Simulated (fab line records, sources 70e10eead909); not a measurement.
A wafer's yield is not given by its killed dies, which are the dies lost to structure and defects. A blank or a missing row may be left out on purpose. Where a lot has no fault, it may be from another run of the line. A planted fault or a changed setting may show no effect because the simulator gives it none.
Matching of chambers -- flow nand-harc -- NHARC_A_STAIRCASE_ETCH_253 on rie-diel-03: 4 sister chambers
The step etches the open film in C4F8/O2, target depth 50 nm, time 20.2 s. 18 wafers are shown with their chamber, then 9 later ones without.

WAFERS PAIRED WITH THEIR CHAMBERS
wafer,chamber,rf-vpp-V (V),oes-product-au (a.u.)
L075.2,1,898,0.972
L075.3,2,900,0.948
L075.5,2,900,0.949
L076.2,0,895,0.933
L076.3,1,899,0.956
L076.6,0,895,0.936
L076.1,2,899,0.942
L076.4,3,905,0.944
L076.5,1,899,0.964
L077.2,0,893,0.950
L077.3,3,905,0.951
L077.5,1,898,0.995
L086.1,0,892,0.957
L086.3,2,902,0.943
L086.4,3,905,0.946
L089.1,1,899,0.963
L089.2,0,894,0.943
L089.6,3,906,0.942

SIGNATURES, as means of the wafers listed above
reading,chamber 0,chamber 1,chamber 2,chamber 3,scatter within a chamber
rf-vpp-V,893.80,898.60,900.25,905.25,0.982
oes-product-au,0.94380,0.97000,0.94550,0.94575,0.00994
Rule: a wafer lies at a distance from a chamber equal to the root of the sum of squares, over the readings, of (its reading less the chamber's mean, divided by the reading's scatter). If the next closest chamber is less than 2 further off than the closest, the wafer can't be placed; otherwise it belongs to the closest. The scatter is the square root of a quotient: the sum, over the shown wafers, of each reading's squared deviation from its chamber's mean, divided by wafers minus chambers.

WAFERS WHOSE CHAMBER IS MISSING
wafer,rf-vpp-V (V),oes-product-au (a.u.)
L090.2,894,0.936
L090.5,899,0.946
L090.6,894,0.954
L093.2,899,0.977
L093.3,905,0.962
L093.5,901,0.985
L097.2,897,0.932
L097.5,900,0.923
L097.6,905,0.915

WHICH CHAMBER EACH WENT THROUGH
wafer,from the rows above,in truth
L090.2,0,0
L090.5,can't be placed: 2 or 1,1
L090.6,0,0
L093.2,1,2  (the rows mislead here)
L093.3,3,3
L093.5,can't be placed: 1 or 2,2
L097.2,can't be placed: 0 or 2 or 1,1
L097.5,2,2
L097.6,3,3
Correctly placed: 5 of 9. These rows do not allow placing 3 (true chamber among the candidates in 3). Wrongly placed: 1.
